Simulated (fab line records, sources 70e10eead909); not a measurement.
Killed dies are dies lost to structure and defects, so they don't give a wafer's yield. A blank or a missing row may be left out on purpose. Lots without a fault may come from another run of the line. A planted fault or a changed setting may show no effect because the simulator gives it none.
Problem report in the 8D (eight disciplines) form, filled by code | flow nand_harc | the parts of the form that need people (team, actions taken, sign-off) are left out

1. THE PROBLEM
heater_power_total_W at NHARC_A_BLC_SOFTBAKE_05 reads a mean of 185.33 W on 6 wafers of 2 lots; wafers without a fault read 188.47 W with a standard deviation of 0.14. That is -22 standard deviations from the usual mean.
The step: time 55 s.
First seen on wafer L209.2, day 30 07:00, on litho_track-04. The record holds 36 wafers of 12 lots with a number at this step. Rule for "out", or "out of limits": more than 4 standard deviations from the usual mean. The other wafers with a number count as sound.

2. WHAT IT IS AND WHAT IT IS NOT
question                    | is                     | is not
which readings at this step | heater_power_total_W   | -
which lots                  | L209, L212             | L191, L192, L193, L194, L196, L197, L201, L210, L213, L214
which wafers of those lots  | all that have a number | -
read on which tools         | litho_track-04         | litho_track-01, litho_track-06
when                        | from day 30 07:00      | up to then (24 sound wafers); but 6 sound wafers of L213, L214 came after

3. SUSPECTS, AND WHAT RULES EACH OUT
Counting: a tool at a process step up to the reading stays a suspect if it ran every lot that is out and no sound lot after the first of them.
- cvd_w-01 at NHARC_A_CONTACT_CVD_19 (deposits W, target thk 300 nm, time 802 s): kept. It ran every lot that is out, first L209 (day 30 07:00), and no sound lot after that; its last sound lot up to then is L210 (day 30 03:00). NHARC_A_CONTACT_CVD_19 gives no start for some lots, so the hours and the order of its lots are those of NHARC_A_BLC_SOFTBAKE_05.
- litho_track-04 at NHARC_A_BLC_SOFTBAKE_05 (time 55 s): kept. It ran every lot that is out, first L209 (day 30 07:00), and no sound lot after that; its last sound lot up to then is L210 (day 30 03:00). Its own readings are out on those wafers: heater_power_total_W.
Left after counting: cvd_w-01 at NHARC_A_CONTACT_CVD_19, litho_track-04 at NHARC_A_BLC_SOFTBAKE_05.

4. THE CAUSE (what the simulator had put in)
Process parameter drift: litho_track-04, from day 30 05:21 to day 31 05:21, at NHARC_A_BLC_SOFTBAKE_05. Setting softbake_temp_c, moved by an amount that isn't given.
Counting left 2 suspects, and this tool is among them.

5. THE CHAIN OF EFFECTS, in route order
Each row: a reading whose mean over the struck wafers that have a number lies more than 3 standard deviations from the usual. Only readings for which the record gives a usual standard deviation are gone through. hours: the time from each lot's start at the first step in this table that gives one to its start at this step, as a median over the lots. sigmas: the change in usual standard deviations.
hours | step                    | reading              | usual    | on struck wafers | change | sigmas
0     | NHARC_A_BLC_SOFTBAKE_05 | heater_power_total_W | 188.47 W | 185.33           | -3.14  | -22
The process steps in it:
- NHARC_A_BLC_SOFTBAKE_05: time 55 s.

6. WHAT WOULD HAVE CAUGHT IT SOONER
In this record the first reading out of limits was taken at day 30 07:00, 2 hours after the fault began at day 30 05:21.
